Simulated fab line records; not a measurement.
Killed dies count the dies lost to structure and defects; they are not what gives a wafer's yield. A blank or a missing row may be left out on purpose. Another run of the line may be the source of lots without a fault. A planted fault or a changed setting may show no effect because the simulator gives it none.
fab line records ; flow nandHarc ; part 2 of 2: steps 5 to 6 of 6
[record] lots = 20; wafers = 60; lastDay = 25
route steps=1159 shown A_STAIRCASE@532
lots with no fault: from the same line, run without faults
startH: the number of hours between the record's first day and the start of the first shown wafer of the lot ; waitH: how many hours have passed since the lot's step before this one ; " repeats the value in the row above ; L1.1+2: a single row standing in for several wafers ; - value missing, or start not given ; * or withheld: withheld ; < > ~ a bound
route shown NAME@n: NAME is a module with steps in the file, n the number in the route of the first one ; usual: mean/standard deviation taken from wafers without a fault ; same: alike in all rows ; chamber/n: place in a boat ; sites: per-site readings ; _std_site: standard deviation across them ; _edge_site: the outer-site mean with the inner-site mean subtracted ; radiusMm: for every site, how far away it sits from the centre of the wafer ; mask NAME#n: copy n ; behind: tool/chamber where the wafer was last shaped ; hold: why the lot was held/for how many hours/how that ended ; device: which transistor (n, p or np) failed to switch ; end of line: the same wafers' tests at the end of the route ; a step given without rows: its recipe and nothing more ; killed: not the wafer's yield, but the dies lost to structure and defects at the first sort ; map: the dies of a wafer, with x for killed, . for not killed, _ for no die there
set.NAME: setting as actually run; set.NAME@STEP: the setting as run at that earlier step ; model.NAME: the simulator's own value behind a step, which no gauge read
route steps across a sampled set of lots; one table per step, one row per wafer
services: a tool's chamber out of use, with start hour (startH, from the record's first day; less than 0 if before it), hours out, and reason
[[steps]]
[step NHARC_A_STAIRCASE_ETCH_230]
[recipe] targetDepthA = 1000; timeS = 40.5; ionEnergyEv = 400; c4f8FlowSccm = 20; o2FlowSccm = 10; arFlowSccm = withheld; rfW = 600; biasW = 1000; chemistry = C4F8/O2
[usual] chamberPressureMTorr = 24.999/0.022; oesProductAu = 0.937/0.018; rfFwdPowerW = 593/3.3; rfVppV = 894/4.7
lot.wafer;tool;chamber;startH;waitH;chamberPressureMTorr;oesProductAu;rfFwdPowerW;rfHoursCounterH;rfVppV
L074.1;rieDiel-02;1;241.37;-;25.002;0.935;593;30;904
L074.5;rieDiel-02;3;241.37;-;25.004;0.965;593;-;887
L074.6;rieDiel-02;0;241.37;-;24.971;0.954;594;-;888
L079.3;rieDiel-06;0;-;-;25.005;0.921;587;6;896
L079.2;rieDiel-06;1;-;-;24.983;0.928;593;5;897
L079.6;rieDiel-06;1;-;-;25.008;0.926;596;-;895
L077.2;rieDiel-02;2;-;-;25.011;0.913;595;37;895
L077.1;rieDiel-02;0;-;-;25.016;0.905;593;41;889
L077.6;rieDiel-02;3;-;-;25.039;0.931;591;-;889
L076.3;rieDiel-02;0;-;-;24.971;0.913;595;42;889
L076.1;rieDiel-02;2;-;-;25.007;0.915;593;38;894
L076.5;rieDiel-02;0;-;-;25.018;0.914;596;-;889
L078.3;rieDiel-02;2;-;-;25.044;0.955;591;41;893
L078.4;rieDiel-02;0;-;-;25.029;0.940;597;43;889
L078.6;rieDiel-02;2;-;-;24.986;0.954;593;-;894
L081.3;rieDiel-01;3;-;-;25.016;0.974;597;59;901
L081.4;rieDiel-01;0;-;-;25.016;0.965;597;58;902
L081.6;rieDiel-01;2;-;-;24.980;0.979;595;-;899
L080.3;rieDiel-06;1;-;-;25.009;0.927;597;15;895
L080.2;rieDiel-06;2;-;-;24.984;0.935;589;16;896
L080.4;rieDiel-06;2;-;-;24.981;0.942;586;-;894
L082.2;rieDiel-02;2;-;-;25.018;0.946;597;47;893
L082.1;rieDiel-02;0;-;-;25.014;0.941;594;49;890
L082.5;rieDiel-02;2;-;-;24.942;0.936;595;-;893
L083.1;rieDiel-02;3;-;-;24.987;0.962;594;55;889
L083.2;rieDiel-02;0;-;-;25.026;0.939;599;52;888
L083.5;rieDiel-02;0;-;-;24.976;0.947;597;-;888
L084.1;rieDiel-06;3;-;-;24.967;0.922;590;10;895
L084.5;rieDiel-06;2;-;-;25.019;0.915;585;-;894
L084.6;rieDiel-06;3;-;-;25.007;0.935;592;-;894
L088.1;rieDiel-06;2;-;-;25.013;0.956;591;31;894
L088.4;rieDiel-06;0;-;-;25.006;0.932;587;31;897
L088.2;rieDiel-06;1;-;-;24.993;0.949;598;29;895
L085.2;rieDiel-06;2;-;-;25.001;0.946;588;32;894
L085.5;rieDiel-06;0;-;-;24.976;0.946;589;-;896
L085.6;rieDiel-06;1;-;-;25.048;0.945;593;-;893
L087.1;rieDiel-01;0;-;-;24.991;0.945;596;6;901
L087.2;rieDiel-01;2;-;-;24.953;0.964;597;6;899
L087.3;rieDiel-01;3;-;-;25.018;0.955;596;6;901
L086.1;rieDiel-02;1;-;-;24.983;0.921;592;1;902
L086.3;rieDiel-02;2;-;-;24.997;0.921;594;1;893
L086.5;rieDiel-02;1;-;-;24.980;0.931;595;-;903
L091.4;rieDiel-01;2;-;-;24.988;0.959;597;11;899
L091.5;rieDiel-01;0;-;-;24.987;0.929;599;-;899
L091.6;rieDiel-01;1;-;-;24.998;0.943;591;-;893
L089.3;rieDiel-02;0;-;-;24.992;0.921;593;5;888
L089.5;rieDiel-02;2;-;-;24.994;0.928;591;-;892
L089.6;rieDiel-02;3;-;-;24.992;0.952;595;-;888
L093.4;rieDiel-02;0;-;-;24.940;0.935;594;6;887
L093.3;rieDiel-02;2;-;-;24.992;0.921;594;10;892
L093.1;rieDiel-02;3;-;-;25.006;0.931;594;9;889
L094.1;rieDiel-01;3;-;-;24.993;0.937;592;16;899
L094.3;rieDiel-01;2;-;-;25.006;0.955;597;15;899
L094.6;rieDiel-01;0;-;-;24.999;0.941;599;-;899
L096.1;rieDiel-06;3;-;-;25.015;0.917;593;40;893
L096.2;rieDiel-06;0;-;-;25.014;0.903;590;51;896
L096.3;rieDiel-06;1;-;-;24.988;0.913;594;48;894
L097.1;rieDiel-02;3;384.46;0.3;24.960;0.923;593;18;889
L097.3;rieDiel-02;0;384.46;0.3;25.004;0.929;593;-;887
L097.4;rieDiel-02;3;384.46;0.3;25.005;0.931;595;-;889
[step NHARC_A_STAIRCASE_STRIP_238]
[recipe] powerW = 1500; tempC = 250; chemistry = O2
[usual] drypumpMotorCurrentA = 5.8/0.47; heaterPowerW = 347/24; tempC = 249.98/0.2
lot.wafer;tool;chamber;startH;waitH;drypumpMotorCurrentA;heaterPowerW;rfHoursCounterH;tempC
L074.1;plasmaAsher-01;0;242.39;0.1;5.2;310;14;250.19
L074.5;plasmaAsher-01;1;242.39;0.1;6.1;345;-;249.97
L074.6;plasmaAsher-01;0;242.39;0.1;5.2;302;-;250.13
L077.2;plasmaAsher-01;0;265.10;0.1;5.2;315;23;250.25
L077.1;plasmaAsher-01;1;265.10;0.1;6.2;356;23;250.01
L077.6;plasmaAsher-01;0;265.10;0.1;5.2;315;-;250.07
L079.2;plasmaAsher-01;0;265.39;0.1;5.2;304;24;249.94
L079.3;plasmaAsher-01;0;265.39;0.1;5.2;306;-;250.05
L079.6;plasmaAsher-01;0;265.39;0.1;5.2;315;-;250.07
L076.1;plasmaAsher-01;1;267.90;0.1;6.2;351;24;249.84
L076.3;plasmaAsher-01;0;267.90;0.1;5.2;313;-;250.11
L076.5;plasmaAsher-01;1;267.90;0.1;6.2;353;-;249.98
L078.3;plasmaAsher-01;1;274.35;0.3;6.2;356;-;250.06
L078.4;plasmaAsher-01;0;274.35;0.3;5.2;309;-;250.24
L078.6;plasmaAsher-01;1;274.35;0.3;6.1;348;-;250.05
L081.3;plasmaAsher-01;0;286.39;0.2;5.2;328;-;250.25
L081.4;plasmaAsher-01;1;286.39;0.2;6.1;359;-;250.11
L081.6;plasmaAsher-01;0;286.39;0.2;5.2;324;-;250.20
L080.2;plasmaAsher-01;1;290.58;0.1;6.1;352;1;249.55
L080.3;plasmaAsher-01;0;290.58;0.1;5.2;328;-;250.30
L080.4;plasmaAsher-01;1;290.58;0.1;6.2;358;-;249.90
L082.2;plasmaAsher-02;1;295.83;0.1;6.4;378;54;249.46
L082.1;plasmaAsher-02;0;295.83;0.1;5.6;385;54;249.96
L082.5;plasmaAsher-02;0;295.83;0.1;5.6;380;-;249.91
L083.2;plasmaAsher-01;0;302.42;0.1;5.2;329;5;249.96
L083.1;plasmaAsher-01;1;302.42;0.1;6.2;357;5;250.14
L083.5;plasmaAsher-01;1;302.42;0.1;6.2;352;-;250.10
L084.1;plasmaAsher-01;1;306.30;0.1;6.2;353;7;250.22
L084.5;plasmaAsher-01;1;306.30;0.1;6.2;349;-;250.14
L084.6;plasmaAsher-01;0;306.30;0.1;5.2;320;-;249.92
L088.1;plasmaAsher-01;0;335.61;0.1;5.2;321;14;250.25
L088.2;plasmaAsher-01;1;335.61;0.1;6.2;347;14;250.11
L088.4;plasmaAsher-01;1;335.61;0.1;6.1;357;-;249.60
L085.2;plasmaAsher-02;1;337.28;0.1;6.4;361;67;249.72
L085.6;plasmaAsher-02;0;337.28;0.1;5.6;388;-;250.22
L085.5;plasmaAsher-02;1;337.28;0.1;6.3;374;-;249.75
L087.2;plasmaAsher-01;0;339.40;0.1;5.2;325;15;249.97
L087.1;plasmaAsher-01;1;339.40;0.1;6.2;366;15;249.70
L087.3;plasmaAsher-01;1;339.40;0.1;6.1;355;-;249.94
L086.1;plasmaAsher-02;1;339.98;0.1;6.3;375;68;250.05
L086.3;plasmaAsher-02;1;339.98;0.1;6.3;366;-;249.77
L086.5;plasmaAsher-02;1;339.98;0.1;6.3;383;-;250.03
L091.4;plasmaAsher-01;0;350.71;0.2;5.2;323;-;250.18
L091.5;plasmaAsher-01;1;350.71;0.2;6.2;348;-;249.71
L091.6;plasmaAsher-01;0;350.71;0.2;5.2;323;-;250.15
L089.3;plasmaAsher-02;0;354.95;0.2;5.6;388;-;249.78
L089.6;plasmaAsher-02;0;354.95;0.2;5.6;372;-;249.76
L089.5;plasmaAsher-02;1;354.95;0.2;6.3;364;-;249.99
L093.1;plasmaAsher-01;1;358.33;0.1;6.2;361;22;249.88
L093.4;plasmaAsher-01;1;358.33;0.1;6.2;347;-;249.82
L093.3;plasmaAsher-01;0;358.33;0.1;5.2;326;-;250.21
L094.1;plasmaAsher-01;0;359.34;0.1;5.2;327;22;249.96
L094.3;plasmaAsher-01;1;359.34;0.1;6.2;358;-;250.08
L094.6;plasmaAsher-01;1;359.34;0.1;6.2;358;-;250.31
L096.2;plasmaAsher-01;1;374.76;0.1;6.2;339;32;249.80
L096.1;plasmaAsher-01;0;374.76;0.1;5.2;321;32;250.08
L096.3;plasmaAsher-01;0;374.76;0.1;5.2;328;-;250.03
L097.1;plasmaAsher-01;0;385.69;0.1;5.2;315;37;249.93
L097.4;plasmaAsher-01;0;385.69;0.1;5.2;322;-;250.13
L097.3;plasmaAsher-01;1;385.69;0.1;6.2;367;-;249.95
[[services]]
tool;chamber;startH;hours;kind
rieDiel-02;0;208.72;-;clean
rieDiel-02;1;208.72;-;clean
rieDiel-02;2;208.72;-;clean
rieDiel-02;3;208.72;-;clean
rieDiel-02;2;212.03;3.8;repair
rieDiel-06;2;213.47;15.6;repair
rieDiel-02;-;222.35;0.2;repair
plasmaAsher-01;-;222.52;0.9;repair
rieDiel-02;0;233.24;-;clean
rieDiel-02;1;233.24;-;clean
rieDiel-02;2;233.24;-;clean
rieDiel-02;3;233.24;-;clean
rieDiel-06;-;241.28;9.0;pm
rieDiel-06;3;261.21;33.1;repair
rieDiel-06;-;267.38;0.8;repair
plasmaAsher-01;-;276.62;9.0;pm
rieDiel-06;2;280.77;1.3;repair
plasmaAsher-01;-;309.51;4.4;repair
rieDiel-01;-;314.80;9.0;pm
rieDiel-02;-;327.70;9.0;pm
plasmaAsher-02;-;360.03;9.0;pm
rieDiel-02;0;369.04;2.8;repair
rieDiel-02;1;376.46;9.8;repair
rieDiel-02;2;382.81;3.4;repair
